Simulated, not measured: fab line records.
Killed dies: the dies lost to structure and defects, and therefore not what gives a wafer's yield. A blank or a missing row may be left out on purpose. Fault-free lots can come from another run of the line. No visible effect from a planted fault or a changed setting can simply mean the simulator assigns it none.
fab line records + flow nand_harc
record
- lots=15
- wafers=45
- last_day=33
route steps=1302 shown A_CONTACT@1002
lots with no fault: from the same line, run without faults
start_h: hours from the record's first day to the start of the lot's first wafer shown + wait_h: hours from the lot's prior step to this one + " repeats the value in the row above + L1.1+2: one row covering several wafers at once + - value missing, or start not given + * or withheld: withheld + < > ~ a bound
route shown NAME@n: names a module that has steps shown in the file, with the first one's number in the route + usual: mean and standard deviation over wafers with no fault + same: alike in all rows + chamber/n: place in a boat + sites: each site's reading + _std_site: standard deviation across them + _edge_site: the outer-site mean with the inner-site mean subtracted + radius_mm: for every site, how far away it sits from the centre of the wafer + mask NAME#n: copy n + behind: the most recent tool/chamber to have shaped the wafer + hold: what put the lot on hold/how long, in hours/how the hold closed + device: the transistor (n, p or np) that didn't switch + end of line: the same wafers' tests at the end of the route + where a step has no rows: the recipe by itself + killed: not the wafer's yield, but the dies lost to structure and defects at the first sort + map: shows each die of a wafer: x if killed, . if not, _ if none is there
set.NAME: the run value of the setting; set.NAME@STEP: its run value at that earlier step + model.NAME: the simulator's own value behind a step, which no gauge read
route steps across a sampled set of lots; one table per step, one row per wafer
services: when a tool's chamber went out of use (start_h, in hours from the record's first day, below 0 if earlier), for how many hours, and the reason
## steps
# step NHARC_A_CONTACT_ETCH_49
# recipe
- target_depth_a=2600
- over_etch_frac=0.3
- time_s=475.3
- ion_energy_ev=200
- n2_flow_sccm=150
- h2_flow_sccm=150
- ar_flow_sccm=0
- rf_w=400
- bias_w=150
- chemistry=N2/H2
# usual
- bias_w=150.0/0.45
- chamber_pressure_mTorr=29.999/0.026
- drypump_motor_current_A=5.5/0.51
- n2_flow_sccm=150.0/0.5
- oes_product_au=0.999/0.012
- rf_vpp_V=431.4/1.8
- showerhead_plenum_p_Torr=2.07/0.06
- throttle_valve_pct=14.172/0.0093
| lot.wafer | tool        | chamber | start_h | wait_h | bias_w | chamber_pressure_mTorr | drypump_motor_current_A | n2_flow_sccm | oes_product_au | rf_hours_counter_h | rf_vpp_V | showerhead_plenum_p_Torr | throttle_valve_pct |
|-----------|-------------|---------|---------|--------|--------|------------------------|-------------------------|--------------|----------------|--------------------|----------|--------------------------|--------------------|
| L199.4    | rie_diel-05 | 2       | 506.32  | 0.2    | 150.2  | 30.016                 | 5.9                     | 149.9        | 1.000          | -                  | 430.2    | 2.05                     | 14.181             |
| L199.6    | "           | 2       | "       | "      | 149.9  | 29.980                 | 5.9                     | 150.3        | 1.001          | -                  | 430.1    | 2.05                     | 14.174             |
| L199.5    | "           | 1       | "       | "      | 150.6  | 30.017                 | 4.7                     | 149.7        | 0.981          | -                  | 430.3    | 2.01                     | 14.181             |
| L206.1    | rie_diel-02 | 2       | -       | -      | 149.8  | 29.981                 | 5.7                     | 149.1        | 1.006          | 57                 | 430.6    | 2.04                     | 14.176             |
| L206.6    | "           | 0       | "       | "      | 149.9  | 30.025                 | 4.9                     | 150.0        | 0.997          | -                  | 432.8    | 2.11                     | 14.162             |
| L206.5    | "           | 1       | "       | "      | 149.9  | 30.006                 | 6.1                     | 149.9        | 0.975          | -                  | 432.8    | 2.15                     | 14.163             |
| L208.2    | rie_diel-13 | 2       | -       | -      | 149.9  | 30.032                 | 6.0                     | 149.8        | 1.005          | 10                 | 433.4    | 2.12                     | 14.169             |
| L208.3    | "           | 1       | "       | "      | 150.3  | 30.022                 | 6.0                     | 149.3        | 1.003          | 9                  | 431.9    | 2.08                     | 14.166             |
| L208.5    | "           | 3       | "       | "      | 150.0  | 29.971                 | 5.2                     | 149.6        | 0.996          | -                  | 431.0    | 2.09                     | 14.178             |
| L210.1    | rie_diel-05 | 2       | -       | -      | 150.5  | 30.013                 | 6.0                     | 149.7        | 1.006          | 3                  | 429.8    | 2.03                     | 14.182             |
| L210.4    | "           | 3       | "       | "      | 150.8  | 29.976                 | 5.8                     | 149.9        | 0.991          | 5                  | 430.4    | 2.06                     | 14.154             |
| L210.3    | "           | 0       | "       | "      | 149.7  | 30.038                 | 4.6                     | 150.2        | 1.008          | 5                  | 433.6    | 2.16                     | 14.168             |
| L209.3    | rie_diel-13 | 1       | -       | -      | 149.9  | 30.009                 | 6.1                     | 149.7        | 0.992          | 13                 | 430.9    | 2.08                     | 14.167             |
| L209.2    | "           | 3       | "       | "      | 149.7  | 30.003                 | 5.2                     | 150.2        | 1.005          | 12                 | 433.8    | 2.09                     | 14.188             |
| L209.6    | "           | 2       | "       | "      | 151.3  | 30.000                 | 6.0                     | 150.3        | 1.023          | -                  | 432.3    | 2.12                     | 14.164             |
| L211.1    | rie_diel-13 | 1       | -       | -      | 150.8  | 30.036                 | 6.1                     | 150.1        | 0.988          | 14                 | 430.7    | 2.08                     | 14.156             |
| L211.3    | "           | 3       | "       | "      | 149.4  | 30.000                 | 5.1                     | 149.7        | 1.010          | 13                 | 430.2    | 2.09                     | 14.197             |
| L211.4    | "           | 1       | "       | "      | 150.3  | 29.954                 | 6.1                     | 149.5        | 0.991          | -                  | 431.5    | 2.08                     | 14.168             |
| L215.1    | rie_diel-13 | 3       | -       | -      | 149.9  | 30.006                 | 5.1                     | 151.1        | 1.004          | 20                 | 431.9    | 2.08                     | 14.176             |
| L215.2    | "           | 1       | "       | "      | 150.1  | 29.929                 | 6.1                     | 150.1        | 1.004          | 21                 | 433.1    | 2.08                     | 14.175             |
| L215.6    | "           | 1       | "       | "      | 149.8  | 29.969                 | 6.1                     | 149.9        | 1.005          | -                  | 430.9    | 2.08                     | 14.164             |
| L213.2    | rie_diel-13 | 3       | -       | -      | 150.0  | 29.968                 | 5.2                     | 150.5        | 1.001          | 21                 | 431.4    | 2.08                     | 14.175             |
| L213.4    | "           | 1       | "       | "      | 149.6  | 30.013                 | 6.1                     | 148.7        | 0.994          | -                  | 431.5    | 2.08                     | 14.174             |
| L213.5    | "           | 3       | "       | "      | 149.6  | 30.008                 | 5.1                     | 150.6        | 1.005          | -                  | 431.0    | 2.08                     | 14.162             |
| L214.4    | rie_diel-02 | 1       | -       | -      | 150.0  | 30.030                 | 6.1                     | 150.7        | 0.985          | 27                 | 433.8    | 2.14                     | 14.173             |
| L214.2    | "           | 3       | "       | "      | 149.9  | 30.029                 | 5.1                     | 149.9        | 1.001          | 28                 | 427.9    | 1.94                     | 14.163             |
| L214.6    | "           | 2       | "       | "      | 150.3  | 29.978                 | 5.7                     | 149.4        | 0.993          | -                  | 429.2    | 2.03                     | 14.170             |
| L217.3    | rie_diel-02 | 2       | -       | -      | 149.9  | 30.004                 | 5.7                     | 149.8        | 0.984          | 32                 | 429.5    | 2.03                     | 14.182             |
| L217.4    | "           | 1       | "       | "      | 149.8  | 29.947                 | 6.1                     | 150.2        | 0.984          | 31                 | 431.5    | 2.14                     | 14.156             |
| L217.5    | "           | 2       | "       | "      | 150.3  | 29.996                 | 5.7                     | 150.9        | 0.991          | -                  | 429.4    | 2.03                     | 14.184             |
| L218.3    | rie_diel-05 | 1       | -       | -      | 149.3  | 30.006                 | 4.7                     | 150.1        | 0.995          | 29                 | 429.6    | 1.99                     | 14.161             |
| L218.5    | "           | 0       | "       | "      | 150.6  | 29.974                 | 4.7                     | 150.1        | 1.008          | -                  | 432.8    | 2.15                     | 14.170             |
| L218.4    | "           | 1       | "       | "      | 149.9  | 29.971                 | 4.7                     | 149.9        | 1.001          | -                  | 431.2    | 1.99                     | 14.177             |
| L219.1    | rie_diel-02 | 2       | -       | -      | 149.7  | 29.978                 | 5.7                     | 150.2        | 0.989          | 33                 | 429.1    | 2.03                     | 14.175             |
| L219.2    | "           | 3       | "       | "      | 149.3  | 30.006                 | 5.1                     | 151.3        | 0.988          | 33                 | 428.0    | 1.94                     | 14.165             |
| L219.6    | "           | 0       | "       | "      | 149.8  | 30.024                 | 4.9                     | 150.3        | 0.998          | -                  | 432.4    | 2.09                     | 14.169             |
| L221.1    | rie_diel-02 | 2       | -       | -      | 150.0  | 30.018                 | 5.7                     | 150.7        | 0.992          | 35                 | 430.9    | 2.03                     | 14.166             |
| L221.3    | "           | 3       | "       | "      | 150.1  | 29.956                 | 5.1                     | 150.1        | 1.007          | 35                 | 427.6    | 1.93                     | 14.162             |
| L221.6    | "           | 3       | "       | "      | 149.7  | 29.924                 | 5.1                     | 150.3        | 0.992          | -                  | 427.0    | 1.94                     | 14.172             |
| L220.2    | rie_diel-02 | 0       | -       | -      | 150.3  | 29.956                 | 4.9                     | 150.3        | 1.003          | 36                 | 433.6    | 2.09                     | 14.163             |
| L220.5    | "           | 3       | "       | "      | 149.5  | 29.983                 | 5.1                     | 150.5        | 1.002          | -                  | 426.5    | 1.93                     | 14.166             |
| L220.6    | "           | 0       | "       | "      | 150.5  | 30.005                 | 4.9                     | 150.9        | 0.993          | -                  | 434.0    | 2.09                     | 14.163             |
| L222.3    | rie_diel-13 | 1       | -       | -      | 149.5  | 29.974                 | 6.1                     | 150.2        | 0.994          | 1                  | 431.8    | 2.07                     | 14.170             |
| L222.4    | "           | 2       | "       | "      | 150.3  | 29.997                 | 6.0                     | 149.9        | 1.004          | 1                  | 433.6    | 2.11                     | 14.184             |
| L222.6    | "           | 0       | "       | "      | 149.9  | 30.000                 | 5.8                     | 149.2        | 0.997          | -                  | 429.9    | 2.02                     | 14.171             |
# step NHARC_A_CONTACT_ETCH_111
# recipe
- source_w=withheld
- pressure_mtorr=20
- bias_v=withheld
- time_s=140
- target_depth_a=7000
- ar_flow_sccm=withheld
- c4f8_flow_sccm=withheld
- o2_flow_sccm=withheld
- chemistry=C4F8/O2/Ar
# usual
- chamber_pressure_mTorr=20.000/0.019
- oes_air_line_au=0.999/0.021
| lot.wafer | tool            | chamber | start_h | wait_h | chamber_pressure_mTorr | oes_air_line_au | rf_hours_counter_h |
|-----------|-----------------|---------|---------|--------|------------------------|-----------------|--------------------|
| L199.4    | har_cap_etch-02 | 0       | 508.91  | -      | 19.990                 | 0.969           | -                  |
| L199.5    | "               | 0       | "       | "      | 20.026                 | 0.990           | -                  |
| L199.6    | "               | 1       | "       | "      | 20.019                 | 0.990           | -                  |
| L206.1    | har_cap_etch-01 | 1       | 570.94  | -      | 19.972                 | 0.990           | 10                 |
| L206.5    | "               | 0       | "       | "      | 20.015                 | 0.970           | -                  |
| L206.6    | "               | 1       | "       | "      | 19.981                 | 1.006           | -                  |
| L208.2    | har_cap_etch-03 | 1       | 580.82  | -      | 19.973                 | 0.997           | 56                 |
| L208.3    | "               | 1       | "       | "      | 19.997                 | 0.986           | -                  |
| L208.5    | "               | 1       | "       | "      | 20.026                 | 0.974           | -                  |
| L210.1    | har_cap_etch-03 | 0       | 612.34  | -      | 20.002                 | 0.998           | 60                 |
| L210.3    | "               | 0       | "       | "      | 19.988                 | 0.977           | -                  |
| L210.4    | "               | 1       | "       | "      | 20.008                 | 1.002           | -                  |
| L209.2    | har_cap_etch-01 | 0       | 612.84  | -      | 20.004                 | 0.990           | 16                 |
| L209.3    | "               | 1       | "       | "      | 19.992                 | 1.052           | -                  |
| L209.6    | "               | 1       | "       | "      | 19.977                 | 1.014           | -                  |
| L211.1    | har_cap_etch-02 | 1       | 616.93  | -      | 19.994                 | 0.996           | 104                |
| L211.3    | "               | 1       | "       | "      | 19.995                 | 1.026           | -                  |
| L211.4    | "               | 0       | "       | "      | 20.013                 | 0.980           | -                  |
| L215.1    | har_cap_etch-01 | 1       | 654.83  | -      | 19.953                 | 0.984           | 23                 |
| L215.2    | "               | 0       | "       | "      | 20.000                 | 1.005           | 23                 |
| L215.6    | "               | 1       | "       | "      | 20.008                 | 0.962           | -                  |
| L213.2    | har_cap_etch-03 | 1       | 659.75  | -      | 20.010                 | 0.964           | 68                 |
| L213.4    | "               | 0       | "       | "      | 20.004                 | 1.018           | -                  |
| L213.5    | "               | 0       | "       | "      | 19.988                 | 1.018           | -                  |
| L214.2    | har_cap_etch-01 | 1       | 663.56  | -      | 20.035                 | 0.979           | 25                 |
| L214.4    | "               | 0       | "       | "      | 20.012                 | 0.973           | -                  |
| L214.6    | "               | 0       | "       | "      | 20.000                 | 1.017           | -                  |
| L217.3    | har_cap_etch-03 | 1       | 682.47  | -      | 20.037                 | 1.017           | -                  |
| L217.4    | "               | 0       | "       | "      | 20.033                 | 0.994           | -                  |
| L217.5    | "               | 0       | "       | "      | 20.014                 | 0.993           | -                  |
| L219.1    | har_cap_etch-01 | 1       | 686.18  | -      | 19.991                 | 0.989           | 32                 |
| L219.2    | "               | 0       | "       | "      | 19.994                 | 1.026           | 32                 |
| L219.6    | "               | 1       | "       | "      | 20.000                 | 1.001           | -                  |
| L218.4    | har_cap_etch-02 | 1       | 686.24  | -      | 20.006                 | 1.014           | -                  |
| L218.3    | "               | 0       | "       | "      | 19.999                 | 1.011           | -                  |
| L218.5    | "               | 0       | "       | "      | 19.977                 | 0.983           | -                  |
| L221.1    | har_cap_etch-03 | 0       | 692.21  | -      | 20.026                 | 1.009           | 75                 |
| L221.3    | "               | 0       | "       | "      | 20.007                 | 1.005           | -                  |
| L221.6    | "               | 1       | "       | "      | 19.977                 | 0.964           | -                  |
| L220.2    | har_cap_etch-02 | 0       | 695.68  | -      | 19.993                 | 0.980           | 121                |
| L220.5    | "               | 1       | "       | "      | 19.990                 | 1.023           | -                  |
| L220.6    | "               | 0       | "       | "      | 20.006                 | 1.037           | -                  |
| L222.4    | har_cap_etch-02 | 1       | 726.96  | -      | 20.018                 | 0.992           | -                  |
| L222.3    | "               | 0       | "       | "      | 20.021                 | 1.002           | -                  |
| L222.6    | "               | 0       | "       | "      | 19.997                 | 1.005           | -                  |
# step NHARC_A_CONTACT_ETCH_114
# recipe
- source_w=withheld
- pressure_mtorr=20
- bias_v=3000
- time_s=190
- target_depth_a=18500
- ar_flow_sccm=withheld
- c4f8_flow_sccm=withheld
- o2_flow_sccm=withheld
- chemistry=C4F8/O2/Ar
# usual
- chamber_pressure_mTorr=20.001/0.018
- oes_air_line_au=1.001/0.02
| lot.wafer | tool            | chamber | start_h | wait_h | chamber_pressure_mTorr | oes_air_line_au | rf_hours_counter_h |
|-----------|-----------------|---------|---------|--------|------------------------|-----------------|--------------------|
| L199.4    | har_cap_etch-02 | 0       | 509.44  | 0.1    | 20.024                 | 1.008           | -                  |
| L199.5    | "               | 0       | "       | "      | 19.973                 | 0.995           | -                  |
| L199.6    | "               | 1       | "       | "      | 19.988                 | 0.963           | -                  |
| L206.1    | har_cap_etch-01 | 1       | 571.47  | 0.1    | 19.972                 | 0.995           | 11                 |
| L206.5    | "               | 0       | "       | "      | 20.000                 | 1.024           | -                  |
| L206.6    | "               | 1       | "       | "      | 20.014                 | 1.005           | -                  |
| L208.2    | har_cap_etch-03 | 1       | 581.36  | 0.1    | 19.987                 | 1.006           | 57                 |
| L208.3    | "               | 1       | "       | "      | 20.037                 | 1.014           | -                  |
| L208.5    | "               | 1       | "       | "      | 19.995                 | 1.033           | -                  |
| L210.1    | har_cap_etch-03 | 0       | 612.88  | 0.1    | 19.982                 | 0.994           | 60                 |
| L210.3    | "               | 0       | "       | "      | 20.003                 | 1.021           | -                  |
| L210.4    | "               | 1       | "       | "      | 19.973                 | 1.018           | -                  |
| L209.2    | har_cap_etch-01 | 0       | 613.38  | 0.1    | 20.019                 | 1.007           | 17                 |
| L209.3    | "               | 1       | "       | "      | 20.033                 | 0.966           | -                  |
| L209.6    | "               | 1       | "       | "      | 20.005                 | 0.968           | -                  |
| L211.1    | har_cap_etch-02 | 1       | 617.46  | 0.1    | 20.016                 | 0.974           | 105                |
| L211.3    | "               | 1       | "       | "      | 20.006                 | 0.998           | -                  |
| L211.4    | "               | 0       | "       | "      | 20.038                 | 1.006           | -                  |
| L215.1    | har_cap_etch-01 | 1       | 655.37  | 0.1    | 19.975                 | 0.973           | 23                 |
| L215.2    | "               | 0       | "       | "      | 19.969                 | 0.996           | 23                 |
| L215.6    | "               | 1       | "       | "      | 20.008                 | 0.965           | -                  |
| L213.2    | har_cap_etch-03 | 1       | 660.47  | 0.2    | 19.998                 | 0.979           | 68                 |
| L213.4    | "               | 0       | "       | "      | 20.002                 | 1.029           | -                  |
| L213.5    | "               | 0       | "       | "      | 20.030                 | 1.000           | -                  |
| L214.2    | har_cap_etch-01 | 1       | 664.10  | 0.1    | 20.002                 | 0.989           | 26                 |
| L214.4    | "               | 0       | "       | "      | 19.992                 | 1.031           | -                  |
| L214.6    | "               | 0       | "       | "      | 20.023                 | 1.015           | -                  |
| L217.3    | har_cap_etch-03 | 1       | 683.00  | 0.1    | 20.006                 | 0.992           | -                  |
| L217.4    | "               | 0       | "       | "      | 19.988                 | 0.999           | -                  |
| L217.5    | "               | 0       | "       | "      | 20.024                 | 1.023           | -                  |
| L219.1    | har_cap_etch-01 | 1       | 686.72  | 0.1    | 19.990                 | 1.012           | 32                 |
| L219.2    | "               | 0       | "       | "      | 19.977                 | 1.003           | 32                 |
| L219.6    | "               | 1       | "       | "      | 19.997                 | 0.973           | -                  |
| L218.4    | har_cap_etch-02 | 1       | 686.77  | 0.1    | 19.987                 | 1.040           | -                  |
| L218.3    | "               | 0       | "       | "      | 20.032                 | 0.995           | -                  |
| L218.5    | "               | 0       | "       | "      | 20.002                 | 0.990           | -                  |
| L221.1    | har_cap_etch-03 | 0       | 692.75  | 0.1    | 19.995                 | 0.997           | 76                 |
| L221.3    | "               | 0       | "       | "      | 19.967                 | 1.000           | -                  |
| L221.6    | "               | 1       | "       | "      | 20.015                 | 0.959           | -                  |
| L220.2    | har_cap_etch-02 | 0       | 696.22  | 0.1    | 19.998                 | 0.966           | 121                |
| L220.5    | "               | 1       | "       | "      | 20.005                 | 0.998           | -                  |
| L220.6    | "               | 0       | "       | "      | 20.003                 | 0.962           | -                  |
| L222.4    | har_cap_etch-02 | 1       | 727.49  | 0.1    | 20.010                 | 0.992           | -                  |
| L222.3    | "               | 0       | "       | "      | 20.005                 | 0.998           | -                  |
| L222.6    | "               | 0       | "       | "      | 19.952                 | 1.014           | -                  |
# step NHARC_A_CONTACT_ETCH_123
# recipe
- source_w=withheld
- pressure_mtorr=20
- bias_v=400
- time_s=490
- target_depth_a=21100
- ar_flow_sccm=withheld
- c4f8_flow_sccm=11.5
- o2_flow_sccm=7.2
- chemistry=C4F8/O2/Ar
# usual
- chamber_pressure_mTorr=19.997/0.019
- oes_air_line_au=1.003/0.02
| lot.wafer | tool            | chamber | start_h | wait_h | chamber_pressure_mTorr | oes_air_line_au | rf_hours_counter_h |
|-----------|-----------------|---------|---------|--------|------------------------|-----------------|--------------------|
| L199.4    | har_cap_etch-02 | 0       | 511.10  | 0.3    | 20.006                 | 0.984           | -                  |
| L199.5    | "               | 0       | "       | "      | 19.972                 | 0.984           | -                  |
| L199.6    | "               | 1       | "       | "      | 20.023                 | 1.011           | -                  |
| L206.1    | har_cap_etch-01 | 1       | 573.07  | 0.2    | -                      | -               | -                  |
| L206.5    | "               | 0       | "       | "      | -                      | -               | -                  |
| L206.6    | "               | 1       | "       | "      | -                      | -               | -                  |
| L208.2    | har_cap_etch-03 | 1       | 582.91  | 0.1    | -                      | -               | -                  |
| L208.3    | "               | 1       | "       | "      | -                      | -               | -                  |
| L208.5    | "               | 1       | "       | "      | -                      | -               | -                  |
| L210.1    | har_cap_etch-03 | 0       | 614.42  | 0.1    | -                      | -               | -                  |
| L210.3    | "               | 0       | "       | "      | -                      | -               | -                  |
| L210.4    | "               | 1       | "       | "      | -                      | -               | -                  |
| L209.2    | har_cap_etch-01 | 0       | 614.92  | 0.1    | 19.984                 | 1.002           | 18                 |
| L209.3    | "               | 1       | "       | "      | 20.004                 | 1.011           | -                  |
| L209.6    | "               | 1       | "       | "      | 20.003                 | 1.021           | -                  |
| L211.1    | har_cap_etch-02 | 1       | 626.06  | 0.1    | 20.001                 | 1.035           | 106                |
| L211.3    | "               | 1       | "       | "      | 19.968                 | 1.007           | -                  |
| L211.4    | "               | 0       | "       | "      | 19.977                 | 0.991           | -                  |
| L215.1    | har_cap_etch-01 | 1       | 656.90  | 0.1    | 20.012                 | 1.028           | 25                 |
| L215.2    | "               | 0       | "       | "      | 20.033                 | 0.987           | 25                 |
| L215.6    | "               | 1       | "       | "      | 20.026                 | 1.007           | -                  |
| L213.2    | har_cap_etch-03 | 1       | 662.52  | 0.2    | 20.000                 | 1.008           | 70                 |
| L213.4    | "               | 0       | "       | "      | 19.982                 | 1.010           | -                  |
| L213.5    | "               | 0       | "       | "      | 19.992                 | 0.990           | -                  |
| L214.2    | har_cap_etch-01 | 1       | 665.64  | 0.1    | 19.972                 | 1.036           | 27                 |
| L214.4    | "               | 0       | "       | "      | 20.006                 | 0.986           | -                  |
| L214.6    | "               | 0       | "       | "      | 20.013                 | 1.011           | -                  |
| L217.3    | har_cap_etch-03 | 1       | 684.66  | 0.3    | 19.997                 | 0.987           | -                  |
| L217.4    | "               | 0       | "       | "      | 20.000                 | 1.007           | -                  |
| L217.5    | "               | 0       | "       | "      | 19.967                 | 0.989           | -                  |
| L219.1    | har_cap_etch-01 | 1       | 688.26  | 0.1    | 19.995                 | 1.000           | 34                 |
| L219.2    | "               | 0       | "       | "      | 20.016                 | 1.024           | 34                 |
| L219.6    | "               | 1       | "       | "      | 20.017                 | 1.019           | -                  |
| L218.4    | har_cap_etch-02 | 1       | 688.43  | 0.3    | 19.992                 | 1.028           | -                  |
| L218.3    | "               | 0       | "       | "      | 20.014                 | 1.007           | -                  |
| L218.5    | "               | 0       | "       | "      | 19.986                 | 0.998           | -                  |
| L221.1    | har_cap_etch-03 | 0       | 694.29  | 0.1    | 20.013                 | 1.017           | 77                 |
| L221.3    | "               | 0       | "       | "      | 19.983                 | 0.995           | -                  |
| L221.6    | "               | 1       | "       | "      | 19.980                 | 0.968           | -                  |
| L220.2    | har_cap_etch-02 | 0       | 697.82  | 0.2    | 19.989                 | 1.023           | 123                |
| L220.5    | "               | 1       | "       | "      | 19.989                 | 0.972           | -                  |
| L220.6    | "               | 0       | "       | "      | 19.981                 | 1.004           | -                  |
| L222.4    | har_cap_etch-02 | 1       | 729.14  | 0.3    | 19.954                 | 0.999           | -                  |
| L222.3    | "               | 0       | "       | "      | 19.989                 | 1.027           | -                  |
| L222.6    | "               | 0       | "       | "      | 19.990                 | 1.031           | -                  |
## services
| tool            | chamber | start_h | hours | kind       |
|-----------------|---------|---------|-------|------------|
| rie_diel-02     | 3       | 494.57  | 6.8   | repair     |
| har_cap_etch-01 | -       | 497.26  | 17.0  | pm         |
| har_cap_etch-01 | 0       | 497.26  | 17.0  | vent_cycle |
| har_cap_etch-01 | 1       | 497.26  | 17.0  | vent_cycle |
| rie_diel-05     | 3       | 497.36  | 12.1  | repair     |
| rie_diel-13     | 0       | 498.25  | -     | clean      |
| rie_diel-05     | 0       | 502.32  | 10.3  | repair     |
| har_cap_etch-01 | 0       | 514.26  | -     | clean      |
| har_cap_etch-01 | 1       | 514.26  | -     | clean      |
| rie_diel-13     | -       | 519.17  | 9.0   | pm         |
| har_cap_etch-01 | -       | 549.85  | 1.2   | repair     |
| rie_diel-02     | -       | 553.86  | 0.2   | repair     |
| rie_diel-02     | -       | 572.37  | 9.0   | pm         |
| rie_diel-13     | 0       | 580.67  | 9.0   | repair     |
| rie_diel-05     | -       | 586.36  | 9.0   | pm         |
| rie_diel-13     | 2       | 598.16  | 1.7   | repair     |
| rie_diel-13     | 0       | 607.98  | 22.1  | repair     |
| rie_diel-02     | 2       | 615.15  | 3.0   | repair     |
| rie_diel-13     | 3       | 631.30  | 3.7   | repair     |
| rie_diel-05     | 0       | 646.93  | 4.1   | repair     |
| rie_diel-13     | 0       | 651.41  | 12.4  | repair     |
| rie_diel-05     | 2       | 676.54  | 28.7  | repair     |
| rie_diel-13     | -       | 696.53  | 9.0   | pm         |
| rie_diel-02     | 0       | 725.99  | 1.9   | repair     |
## key
first_sign
- step=NHARC_A_CONTACT_ETCH_123
- reading=tool_record
- direction=missing
effect none on later readings
met_at NHARC_A_CONTACT_ETCH_123
struck_lots L206,L208,L210
later_rows_left_out L206.1,L206.5,L206.6,L208.2,L208.3,L208.5,L210.1,L210.3,L210.4
sort_left_out L206.1,L206.5,L206.6,L208.2,L208.3,L208.5,L210.1,L210.3,L210.4
tester_left_out L206,L208,L210
not_acting_at NHARC_A_CONTACT_ETCH_49,NHARC_A_CONTACT_ETCH_111,NHARC_A_CONTACT_ETCH_114
fault
- kind=skipped_step_whole
- tool=har_cap_etch-01,har_cap_etch-03
- chamber=-
- onset_h=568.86
- steps=NHARC_A_CONTACT_ETCH_123
- scope=struck_lots_only
# tester_left_out: of these lots the tester's yield and bins aren't shown, on N5 and GAA mostly nor the transistor test; their killed dies are dies lost to structure and defects alone, not to doping, threshold or leakage, so they don't give the yield
# sort_left_out: the simulated sort isn't trusted on such a fault, so these wafers' sort isn't shown, and their yield isn't known
# later_rows_left_out: the simulator's readings of these wafers behind a module that went badly wrong aren't trusted and aren't shown, but for the sort
